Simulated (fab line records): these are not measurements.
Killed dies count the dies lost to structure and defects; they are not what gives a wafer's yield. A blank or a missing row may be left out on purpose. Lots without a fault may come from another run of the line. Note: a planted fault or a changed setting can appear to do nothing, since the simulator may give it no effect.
What tool caused it? -- flow nand_harc -- 13 lots with 39 wafers sampled at 5 steps, on a route of 1159 steps

WHAT THE GAUGES READ, wafer by wafer
NHARC_END_SORT_01. Usual: killed_at_array 29, standard deviation 13; killed_at_other 0.7, standard deviation 1; killed_at_periphery 3.2, standard deviation 2.3; killed_dies 33, standard deviation 13; killed_open 3.3, standard deviation 1.7; killed_short 2.0, standard deviation 1.5.
lot,measured,on,killed_at_array,killed_at_other,killed_at_periphery,killed_dies,killed_open,killed_short,flag
L724,day 19 16:29,prober-01,22 20 24,0 0 0,2 6 3,24 26 27,2 4 3,4 1 3,
L727,day 21 00:59,prober-02,27 25 34,0 0 0,3 1 1,30 26 35,2 4 2,1 2 1,
L734,day 22 14:59,prober-01,35 40 38,0 1 0,5 0 1,40 41 39,3 5 2,1 0 1,
L738,day 23 02:31,prober-02,76 103 71,0 0 0,1 5 2,77 108 73,3 4 3,1 3 1,OFF
L740,day 23 17:43,prober-02,116 114 116,0 2 1,2 5 5,118 121 122,3 6 2,3 4 2,OFF
L743,day 24 12:30,prober-02,64 50 50,3 1 0,2 5 4,69 56 54,3 4 5,2 1 2,
L746,day 25 05:56,prober-01,28 33 24,0 2 2,3 6 7,31 41 33,5 5 2,5 4 2,

EACH LOT AND THE TOOL THAT RAN IT (in order: tool; ch and the chambers of the sampled wafers; start)
lot,NHARC_A_CONTACT_STRIP_26,NHARC_THIN_TSV_PRE_CLEAN_50,NHARC_THIN_TSV_DEGAS_53,NHARC_THIN_TSV_STRIP_56
L724,"rie_diel-11 ch 0,3, day 17 07:44","pvd_sputter-02, day 19 04:39 or earlier","pvd_sputter-03, day 19 04:39","plasma_asher-02 ch 0,1, day 19 06:47"
L726,"rie_diel-01 ch 1,2,3, day 17 11:34","pvd_sputter-02, day 19 06:55 or earlier","pvd_sputter-01, day 19 06:55","plasma_asher-02 ch 0,1, day 19 08:38"
L727,"rie_diel-01 ch 2,3, day 18 16:18","pvd_sputter-01, day 20 12:29 or earlier","pvd_sputter-03, day 20 12:29","plasma_asher-02 ch 0,1, day 20 14:24"
L728,"rie_diel-01 ch 0,1, day 18 19:21","pvd_sputter-01, day 20 13:09 or earlier","pvd_sputter-01, day 20 13:09","plasma_asher-02 ch 0,1, day 20 14:49"
L731,"rie_diel-11 ch 1,2, day 19 03:20","pvd_sputter-03, day 20 23:17 or earlier","pvd_sputter-02, day 20 23:17","plasma_asher-02 ch 0,1, day 21 01:09"
L730,"rie_diel-11 ch 1,2,3, day 19 05:38","pvd_sputter-01, day 21 02:34 or earlier","pvd_sputter-02, day 21 02:34","plasma_asher-02 ch 0,1, day 21 04:25"
L732,"rie_diel-11 ch 0,1,2, day 19 20:38","pvd_sputter-02, day 21 15:32 or earlier","pvd_sputter-01, day 21 15:32","plasma_asher-01 ch 0,1, day 21 17:19"
L734,"rie_diel-11 ch 0,3, day 20 13:26","pvd_sputter-01, day 22 04:35 or earlier","pvd_sputter-03, day 22 04:35","plasma_asher-02 ch 0,1, day 22 06:13"
L738,"rie_diel-11 ch 1,3, day 20 20:20","pvd_sputter-03, day 22 17:05 or earlier","pvd_sputter-03, day 22 17:05","plasma_asher-02 ch 0,1, day 22 18:53"
L740,"rie_diel-11 ch 0,1,2, day 21 02:57","pvd_sputter-03, day 23 04:44 or earlier","pvd_sputter-03, day 23 04:44","plasma_asher-01 ch 0,1, day 23 06:44"
L743,"rie_diel-01 ch 1,2,3, day 22 06:07","pvd_sputter-02, day 24 00:28 or earlier","pvd_sputter-02, day 24 00:28","plasma_asher-01 ch 0,1, day 24 02:15"
L744,"rie_diel-09 ch 1,3, day 22 12:28","pvd_sputter-02, day 24 06:49 or earlier","pvd_sputter-02, day 24 06:49","plasma_asher-02 ch 0,1, day 24 08:45"
L746,"rie_diel-01 ch 1,3, day 23 04:34","pvd_sputter-01, day 24 19:29 or earlier","pvd_sputter-03, day 24 19:29","plasma_asher-02 ch 0,1, day 24 21:20"
- NHARC_A_CONTACT_STRIP_26: strips in O2.
- NHARC_THIN_TSV_PRE_CLEAN_50: time 30 s.
- NHARC_THIN_TSV_DEGAS_53: time 60 s.
- NHARC_THIN_TSV_STRIP_56: strips in O2.

WHAT THE TOOLS THEMSELVES READ (means of the sampled wafers that have a number; where no wafer has one, the mark that the record gives instead)
NHARC_A_CONTACT_STRIP_26. Usual: drypump_motor_current_A 5.5 A, standard deviation 0.31; mfc_ar_sccm 0.006 sccm, standard deviation 0.0077; oes_product_au 1.003 a.u., standard deviation 0.01; rf_vpp_V 57.7 V, standard deviation 0.88; showerhead_plenum_p_Torr 3.55 Torr, standard deviation 0.14; throttle_valve_pct 17.035 %, standard deviation 0.0085.
lot,tool,drypump_motor_current_A (A),mfc_ar_sccm (sccm),oes_product_au (a.u.),rf_vpp_V (V),showerhead_plenum_p_Torr (Torr),throttle_valve_pct (%),flag
L724,rie_diel-11,5.7,0.017,1.007,57.5,3.38,17.033,
L726,rie_diel-01,5.5,0.005,1.011,58.4,3.66,17.044,
L727,rie_diel-01,5.5,0.009,0.996,57.3,3.59,17.030,
L728,rie_diel-01,5.6,0.000,0.998,57.8,3.67,17.034,
L731,rie_diel-11,5.6,0.003,1.021,57.7,3.67,17.044,
L730,rie_diel-11,5.6,0.006,1.011,57.8,3.59,17.033,
L732,rie_diel-11,5.5,0.010,1.013,57.6,3.53,17.033,
L734,rie_diel-11,5.6,0.022,1.008,56.5,3.32,17.025,
L738,rie_diel-11,5.4,0.009,1.009,58.3,3.50,17.038,
L740,rie_diel-11,5.5,0.010,1.018,57.6,3.52,17.028,
L743,rie_diel-01,5.4,0.005,1.000,58.7,3.64,17.038,
L744,rie_diel-09,5.9,0.005,1.000,57.2,3.55,17.039,
L746,rie_diel-01,5.2,0.003,0.997,58.8,3.64,17.037,

NHARC_THIN_TSV_PRE_CLEAN_50. Usual: heater_power_w at 411 W, with a standard deviation of 29.
lot,tool,heater_power_w (W),flag
L724,pvd_sputter-02,398,
L726,pvd_sputter-02,406,
L727,pvd_sputter-01,430,
L728,pvd_sputter-01,377,
L731,pvd_sputter-03,401,
L730,pvd_sputter-01,417,
L732,pvd_sputter-02,417,
L734,pvd_sputter-01,428,
L738,pvd_sputter-03,396,
L740,pvd_sputter-03,419,
L743,pvd_sputter-02,421,
L744,pvd_sputter-02,398,
L746,pvd_sputter-01,417,

NHARC_THIN_TSV_DEGAS_53. Usual: heater_power_w at 467 W, with a standard deviation of 28.
lot,tool,heater_power_w (W),flag
L724,pvd_sputter-03,474,
L726,pvd_sputter-01,462,
L727,pvd_sputter-03,457,
L728,pvd_sputter-01,494,
L731,pvd_sputter-02,446,
L730,pvd_sputter-02,480,
L732,pvd_sputter-01,506,
L734,pvd_sputter-03,453,
L738,pvd_sputter-03,480,
L740,pvd_sputter-03,469,
L743,pvd_sputter-02,459,
L744,pvd_sputter-02,475,
L746,pvd_sputter-03,451,

NHARC_THIN_TSV_STRIP_56. Usual: drypump_motor_current_A 5.56 A, standard deviation 0.19; heater_power_w 335 W, standard deviation 24.
lot,tool,drypump_motor_current_A (A),heater_power_w (W),flag
L724,plasma_asher-02,5.59,347,
L726,plasma_asher-02,5.61,344,
L727,plasma_asher-02,5.45,353,
L728,plasma_asher-02,5.44,352,
L731,plasma_asher-02,5.59,350,
L730,plasma_asher-02,5.58,347,
L732,plasma_asher-01,5.62,310,
L734,plasma_asher-02,5.45,347,
L738,plasma_asher-02,5.46,347,
L740,plasma_asher-01,5.62,333,
L743,plasma_asher-01,5.62,315,
L744,plasma_asher-02,5.44,332,
L746,plasma_asher-02,5.61,335,

THE ANSWER, worked out from the rows above alone
Rule: take the mean of a lot's wafers that have a number; if it is more than 3 standard deviations from the usual mean, the lot is off. Also off: a lot with no number at a reading for which 4 or more lots have one. All remaining lots with rows at the step are treated as sound. Order of review: gauges by route order, followed by the tools' own readings, for which a lot's mean as printed above is used. The first step at which some lot is off is used, and at that step the reading that is off furthest; a lot without a number counts as furthest.
Off at NHARC_END_SORT_01 (killed_dies): L738, L740. Neither off nor sound, because the step has no rows for them: L726, L728, L731, L730, L732, L744.
A tool fits if, at a process step before that reading, it ran every lot that is off, and no sound lot after the first of them. The gauges at NHARC_END_SORT_01 are tried like those tools. NHARC_THIN_TSV_PRE_CLEAN_50: start missing for some lots; hours and lot order therefore follow NHARC_THIN_TSV_DEGAS_53. This does not decide it: 2 tools fit, namely rie_diel-11 at NHARC_A_CONTACT_STRIP_26 and pvd_sputter-03 at NHARC_THIN_TSV_PRE_CLEAN_50.

WHAT WAS PUT IN BY THE SIMULATOR
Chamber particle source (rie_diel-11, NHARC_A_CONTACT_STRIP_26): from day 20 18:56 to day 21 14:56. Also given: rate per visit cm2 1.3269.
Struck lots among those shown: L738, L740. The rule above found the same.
